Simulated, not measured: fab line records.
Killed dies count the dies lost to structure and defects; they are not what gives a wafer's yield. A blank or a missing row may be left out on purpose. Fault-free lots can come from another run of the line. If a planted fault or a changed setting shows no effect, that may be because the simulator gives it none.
Which tool is to blame? :: flow n5_finfet :: 10 lots with 30 wafers sampled at 3 steps, on a route of 1938 steps

WHAT THE GAUGES SHOWED, per wafer
N5_PASSIVATION_CD_MEAS_44: the cd target is 40000 nm.
lot: L710
measured: day 11 05:01
on: cd_sem-03
cd_nm (nm): 39996 39997 39999

lot: L711
measured: day 12 04:50
on: cd_sem-01
cd_nm (nm): 39999 39999 39999

lot: L713
measured: day 12 03:13
on: cd_sem-03
cd_nm (nm): 39999 39999 40003

lot: L712
measured: day 12 10:21
on: cd_sem-01
cd_nm (nm): 40003 40000 40006

lot: L714
measured: day 12 19:41
on: cd_sem-01
cd_nm (nm): 40001 40000 40002

lot: L715
measured: day 13 17:02
on: cd_sem-01
cd_nm (nm): 40000 40000 40000

lot: L717
measured: day 13 20:28
on: cd_sem-03
cd_nm (nm): 40001 40006 40000

lot: L718
measured: day 14 00:34
on: cd_sem-03
cd_nm (nm): 40002 40005 40003

lot: L720
measured: day 14 11:44
on: cd_sem-01
cd_nm (nm): 40000 40006 40002

lot: L733
measured: day 18 04:32
on: cd_sem-01
cd_nm (nm): 40001 40000 40004

TOOL THAT RAN EACH LOT (tool first, then ch and the chambers of the sampled wafers, then the start)
lot: L710
N5_BEOL_M9_STRIP_36: rie_diel-03 ch 1,2,3, day 9 01:41
N5_PASSIVATION_PRE_CLEAN_19: pvd_sputter-03, day 11 02:19

lot: L711
N5_BEOL_M9_STRIP_36: rie_diel-05 ch 0,2,3, day 9 21:58
N5_PASSIVATION_PRE_CLEAN_19: pvd_sputter-01, day 12 01:14

lot: L713
N5_BEOL_M9_STRIP_36: rie_diel-04 ch 1,2,3, day 10 02:16
N5_PASSIVATION_PRE_CLEAN_19: pvd_sputter-01, day 12 00:44

lot: L712
N5_BEOL_M9_STRIP_36: rie_diel-05 ch 0,2, day 10 03:47
N5_PASSIVATION_PRE_CLEAN_19: pvd_sputter-01, day 12 07:21

lot: L714
N5_BEOL_M9_STRIP_36: rie_diel-05 ch 0,3, day 10 14:10
N5_PASSIVATION_PRE_CLEAN_19: pvd_sputter-01, day 12 16:32

lot: L715
N5_BEOL_M9_STRIP_36: rie_diel-04 ch 0,1,3, day 11 01:11
N5_PASSIVATION_PRE_CLEAN_19: pvd_sputter-02, day 13 14:26

lot: L717
N5_BEOL_M9_STRIP_36: rie_diel-04 ch 0,1,2, day 11 03:53
N5_PASSIVATION_PRE_CLEAN_19: pvd_sputter-03, day 13 17:17

lot: L718
N5_BEOL_M9_STRIP_36: rie_diel-05 ch 0,3, day 11 17:34
N5_PASSIVATION_PRE_CLEAN_19: pvd_sputter-02, day 13 21:56

lot: L720
N5_BEOL_M9_STRIP_36: rie_diel-04 ch 1,2,3, day 11 21:41
N5_PASSIVATION_PRE_CLEAN_19: pvd_sputter-02, day 14 08:56

lot: L733
N5_BEOL_M9_STRIP_36: rie_diel-03 ch 1,3, day 15 23:50
N5_PASSIVATION_PRE_CLEAN_19: pvd_sputter-01, day 18 01:56
- N5_BEOL_M9_STRIP_36: strips in N2/H2.
- N5_PASSIVATION_PRE_CLEAN_19

WHAT THE TOOLS THEMSELVES READ (means of the sampled wafers that have a number; where no wafer has one, the mark that the record gives instead)
N5_BEOL_M9_STRIP_36.
lot: L710
tool: rie_diel-03
bias_power_w (W): 7.010
drypump_motor_current_A (A): 5.6
oes_product_au (a.u.): 0.86
rf_vpp_V (V): 59.3
showerhead_plenum_p_Torr (Torr): 2.60
throttle_valve_pct (%): 23.7

lot: L711
tool: rie_diel-05
bias_power_w (W): 7.012
drypump_motor_current_A (A): 5.4
oes_product_au (a.u.): 0.84
rf_vpp_V (V): 59.9
showerhead_plenum_p_Torr (Torr): 2.55
throttle_valve_pct (%): 22.8

lot: L713
tool: rie_diel-04
bias_power_w (W): 7.001
drypump_motor_current_A (A): 5.8
oes_product_au (a.u.): 0.73
rf_vpp_V (V): 60.5
showerhead_plenum_p_Torr (Torr): 2.45
throttle_valve_pct (%): 23.8

lot: L712
tool: rie_diel-05
bias_power_w (W): 6.963
drypump_motor_current_A (A): 5.6
oes_product_au (a.u.): 0.72
rf_vpp_V (V): 60.9
showerhead_plenum_p_Torr (Torr): 2.58
throttle_valve_pct (%): 22.9

lot: L714
tool: rie_diel-05
bias_power_w (W): 7.011
drypump_motor_current_A (A): 5.3
oes_product_au (a.u.): 0.90
rf_vpp_V (V): 59.8
showerhead_plenum_p_Torr (Torr): 2.53
throttle_valve_pct (%): 22.8

lot: L715
tool: rie_diel-04
bias_power_w (W): 7.016
drypump_motor_current_A (A): 5.4
oes_product_au (a.u.): 0.71
rf_vpp_V (V): 57.8
showerhead_plenum_p_Torr (Torr): 2.41
throttle_valve_pct (%): 23.6

lot: L717
tool: rie_diel-04
bias_power_w (W): 7.000
drypump_motor_current_A (A): 5.5
oes_product_au (a.u.): 0.70
rf_vpp_V (V): 59.7
showerhead_plenum_p_Torr (Torr): 2.44
throttle_valve_pct (%): 23.8

lot: L718
tool: rie_diel-05
bias_power_w (W): 6.986
drypump_motor_current_A (A): 5.2
oes_product_au (a.u.): 0.89
rf_vpp_V (V): 58.2
showerhead_plenum_p_Torr (Torr): 2.50
throttle_valve_pct (%): 22.8

lot: L720
tool: rie_diel-04
bias_power_w (W): 6.998
drypump_motor_current_A (A): 5.8
oes_product_au (a.u.): 0.70
rf_vpp_V (V): 58.4
showerhead_plenum_p_Torr (Torr): 2.45
throttle_valve_pct (%): 23.8

lot: L733
tool: rie_diel-03
bias_power_w (W): 6.999
drypump_motor_current_A (A): 5.1
oes_product_au (a.u.): 0.83
rf_vpp_V (V): 59.5
showerhead_plenum_p_Torr (Torr): 2.60
throttle_valve_pct (%): 24.1

N5_PASSIVATION_PRE_CLEAN_19.
lot: L710
tool: pvd_sputter-03
heater_power_w (W): 420

lot: L711
tool: pvd_sputter-01
heater_power_w (W): 493

lot: L713
tool: pvd_sputter-01
heater_power_w (W): 419

lot: L712
tool: pvd_sputter-01
heater_power_w (W): 459

lot: L714
tool: pvd_sputter-01
heater_power_w (W): 488

lot: L715
tool: pvd_sputter-02
heater_power_w (W): 463

lot: L717
tool: pvd_sputter-03
heater_power_w (W): 427

lot: L718
tool: pvd_sputter-02
heater_power_w (W): 461

lot: L720
tool: pvd_sputter-02
heater_power_w (W): 472

lot: L733
tool: pvd_sputter-01
heater_power_w (W): 484

THE ANSWER, worked out from the rows above alone
Rule: what is usual is taken from the lots themselves. Put in order of their means at a reading, lots are off if they are a third of the lots or fewer, leave a main group of 4 or more, and stand apart from it by a gap of 3 or more times the standard deviation of the main group's means; of several such gaps the widest counts. If all means in a main group match to the digits the tables above print for the reading, that group is not used. Also off: a lot with no number at a reading for which 4 or more lots have one. All remaining lots with rows at the step are treated as sound. First the gauges in route order, then the tools' own readings, where a lot's mean is used as printed above. The first step at which some lot is off is used, and at that step the reading that is off furthest; a lot without a number counts as furthest.
Across all readings shown, no lot is off: no conclusion can be drawn from this.

WHAT WAS PUT IN BY THE SIMULATOR
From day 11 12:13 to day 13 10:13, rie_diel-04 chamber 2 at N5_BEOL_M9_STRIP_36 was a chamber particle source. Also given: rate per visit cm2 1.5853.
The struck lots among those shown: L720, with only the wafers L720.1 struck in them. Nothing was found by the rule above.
